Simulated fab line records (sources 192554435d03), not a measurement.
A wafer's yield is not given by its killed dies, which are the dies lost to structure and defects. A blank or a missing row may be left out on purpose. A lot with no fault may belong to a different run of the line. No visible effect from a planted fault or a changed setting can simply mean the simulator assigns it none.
Chamber matching ; flow n5Finfet ; N5_BEOL_M5_ETCH_62 on rieDiel-01: 4 sister chambers
The step etches SOC in N2/H2, target depth 75 nm, overetch 15 nm, time 112.5 s. 16 wafers are shown with their chamber, then 8 later ones without.

WAFERS WITH THEIR CHAMBER
wafer;chamber;showerheadPlenumPTorr (Torr);drypumpMotorCurrentA (A);throttleValvePct (%)
L077.1;0;2.70;5.8;17.50
L077.3;3;2.45;6.2;17.65
L077.6;3;2.45;6.3;17.65
L085.1;2;2.49;6.6;17.81
L085.2;0;2.69;5.8;17.52
L085.3;3;2.45;6.2;17.68
L085.4;1;2.60;4.7;17.76
L085.5;1;2.60;4.7;17.77
L085.6;2;2.49;6.6;17.81
L091.2;2;2.49;6.6;17.83
L091.4;3;2.44;6.2;17.68
L091.6;2;2.49;6.5;17.83
L095.2;2;2.49;6.6;17.83
L095.3;3;2.44;6.3;17.68
L095.4;1;2.60;4.7;17.77
L096.1;3;2.44;6.2;17.70

SIGNATURES (means of the wafers above)
reading;chamber 0;chamber 1;chamber 2;chamber 3;scatter within a chamber
showerheadPlenumPTorr;2.6950;2.6000;2.4900;2.4450;0.00408
drypumpMotorCurrentA;5.800;4.700;6.580;6.233;0.0422
throttleValvePct;17.5100;17.7667;17.8220;17.6733;0.0149
Rule: a wafer lies at a distance from a chamber equal to the root of the sum of squares, over the readings, of (its reading less the chamber's mean, divided by the reading's scatter). If the next closest chamber is less than 2 further off than the closest, the wafer can't be placed; otherwise it belongs to the closest. The scatter: take each reading less its chamber's mean, square it, sum over the shown wafers, divide by the number of wafers less the number of chambers, and take the root.

WAFERS WITHOUT THEIR CHAMBER
wafer;showerheadPlenumPTorr (Torr);drypumpMotorCurrentA (A);throttleValvePct (%)
L096.2;2.60;4.7;17.79
L096.3;2.49;6.6;17.85
L096.4;2.69;5.8;17.55
L096.5;2.60;4.7;17.79
L096.6;2.49;6.5;17.83
L097.2;2.44;6.2;17.71
L097.3;2.49;6.6;17.84
L097.4;2.69;5.8;17.54

CHAMBER TAKEN BY EACH
wafer;from the rows above;in truth
L096.2;1;1
L096.3;2;2
L096.4;0;0
L096.5;1;1
L096.6;2;2
L097.2;3;3
L097.3;2;2
L097.4;0;0
Placed correctly: 8 of 8. Not placeable from these rows: 0. 0 placed wrongly.
